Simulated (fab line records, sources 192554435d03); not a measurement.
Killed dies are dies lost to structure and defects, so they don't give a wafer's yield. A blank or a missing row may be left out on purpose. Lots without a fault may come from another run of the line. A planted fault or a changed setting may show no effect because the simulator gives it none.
Chamber matching | flow n5_finfet | N5_BEOL_M5_ETCH_67 on rie_diel-01: 4 sister chambers
The step etches SiARC in CF4, target depth 15.6 nm, time 26 s. 8 wafers are shown with their chamber, then 8 later ones without.

WAFERS WITH THEIR CHAMBER
wafer  | chamber | showerhead_plenum_p_Torr (Torr) | drypump_motor_current_A (A)
L075.2 | 1       | 2.21                            | 5.2
L080.2 | 1       | 2.21                            | 5.2
L080.4 | 3       | 2.11                            | 4.7
L081.2 | 0       | 2.23                            | 5.0
L084.1 | 3       | 2.11                            | 4.8
L084.2 | 0       | 2.23                            | 5.0
L084.4 | 2       | 2.14                            | 5.6
L094.3 | 2       | 2.13                            | 5.5

WAFERS WITHOUT THEIR CHAMBER
wafer  | showerhead_plenum_p_Torr (Torr) | drypump_motor_current_A (A)
L094.4 | 2.13                            | 5.5
L094.5 | 2.22                            | 5.0
L089.3 | 2.22                            | 5.0
L089.5 | 2.20                            | 5.2
L089.6 | 2.22                            | 5.0
L096.1 | 2.10                            | 4.8
L096.4 | 2.20                            | 5.2
L096.5 | 2.20                            | 5.2

WHICH CHAMBER EACH WENT THROUGH
wafer  | from the rows above | in truth
L094.4 | 2                   | 2
L094.5 | 0                   | 0
L089.3 | 0                   | 0
L089.5 | 1                   | 1
L089.6 | 0                   | 0
L096.1 | 3                   | 3
L096.4 | 1                   | 1
L096.5 | 1                   | 1
Placed correctly: 8 of 8. Can't be placed from these rows: 0. Placed wrongly: 0.
How it was worked out, from the rows above alone: a wafer's distance from a chamber is the root of the sum, over the readings, of the square of ((its reading less the chamber's mean) divided by the reading's scatter). The wafer belongs to the nearest chamber; if the next one is less than 2 further off, it can't be placed. A chamber's mean is the mean of its shown wafers. The scatter: the root of (the sum of the squares of (reading less its chamber's mean) over the shown wafers, divided by (wafers less chambers)).
